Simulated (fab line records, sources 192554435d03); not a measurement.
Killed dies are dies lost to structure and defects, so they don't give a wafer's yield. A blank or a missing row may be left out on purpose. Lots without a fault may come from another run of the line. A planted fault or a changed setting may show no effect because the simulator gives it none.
One fault seen from 2 desks | flow n5_finfet | each desk has only its own numbers; what lay behind them comes last

THE METROLOGY DESK
What the gauges read, lot by lot, whatever tool the lot ran on: means of the sampled wafers that have a number. A lot is out of limits, marked OUT, if its mean lies more than 4 standard deviations from the usual mean; the brackets give that distance. Of its 12 readings 7 are shown: those that lie furthest out on some lot.
Columns: A = DIBL_N at N5_BEOL_M4_RC_MEAS_101, usual 36.0 mV/V; B = DIBL_P at N5_BEOL_M4_RC_MEAS_101, usual 35.6 mV/V; C = IOFF_N at N5_BEOL_M4_RC_MEAS_101, usual 0.15 nA/um; D = IOFF_P at N5_BEOL_M4_RC_MEAS_101, usual 0.19 nA/um; E = ION_P at N5_BEOL_M4_RC_MEAS_101, usual 455 uA/um; F = VT_N at N5_BEOL_M4_RC_MEAS_101, usual 251 mV; G = VT_P at N5_BEOL_M4_RC_MEAS_101, usual -253 mV
lot  | first seen here | A    | B    | C    | D    | E   | F   | G
L412 | day 6 18:14     | 35.4 | 34.9 | 0.12 | 0.15 | 447 | 255 | -258
L414 | day 7 16:20     | 36.4 | 35.9 | 0.17 | 0.20 | 458 | 248 | -252
L419 | day 8 16:59     | 33.7 | 32.9 | 0.12 | 0.18 | 454 | 255 | -253
L421 | day 10 03:50    | 33.1 | 32.6 | 0.11 | 0.16 | 453 | 252 | -254
L425 | day 11 04:13    | 36.9 | 36.4 | 0.15 | 0.19 | 461 | 250 | -250
L426 | day 11 05:54    | 36.3 | 37.6 | 0.17 | 0.19 | 454 | 249 | -256
L431 | day 12 04:15    | 35.6 | 35.0 | 0.14 | 0.19 | 454 | 254 | -253
L433 | day 12 06:08    | 34.1 | 35.4 | 0.13 | 0.15 | 445 | 255 | -261
L432 | day 12 09:37    | 36.9 | 36.4 | 0.17 | 0.22 | 463 | 249 | -251
L434 | day 12 12:48    | 35.4 | 34.6 | 0.14 | 0.20 | 460 | 251 | -250
This desk's finding: nothing out of limits on any of the 10 lots.

THE TOOL OWNER'S DESK: litho_track-02
The tool's own readings at N5_BEOL_M2_COAT_22 (resist thk 30 nm): means of the sampled wafers that have a number, for each lot that ran on this tool. A lot is out of limits, marked OUT, if its mean lies more than 4 standard deviations from the usual mean; the brackets give that distance.
Columns: A = spin_speed_rpm at N5_BEOL_M2_COAT_22, usual 1500.1 rpm
lot  | first seen here | A
L412 | day 6 20:59     | 1500.3
L414 | day 7 17:51     | 1500.2
L421 | day 10 05:14    | 1499.4
L425 | day 11 06:32    | 1419.4 (-81) OUT
L426 | day 11 07:31    | 1420.3 (-80) OUT
L431 | day 12 05:55    | 1420.8 (-79) OUT
This desk's finding: out of limits on L425, L426, L431; first on L425, day 11 06:32 (spin_speed_rpm at N5_BEOL_M2_COAT_22). In limits: L412, L414, L421.

PUT TOGETHER
The tool owner's desk could have raised an alarm at day 11 06:32, on L425, L426, L431.
The metrology desk saw nothing out of limits.
The metrology desk has L425, L426, L431 on record, within its limits.
Of the lots named, all ran N5_BEOL_M2_COAT_22 on litho_track-02.

WHAT THE SIMULATOR HAD PUT IN
Process parameter drift: litho_track-02, from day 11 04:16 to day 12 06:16, at N5_BEOL_M2_COAT_22. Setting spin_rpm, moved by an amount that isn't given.
Lots struck among those shown: L425, L426, L431.
Hours from the fault's start to each desk's first reading out of limits: the tool owner's desk, 2.
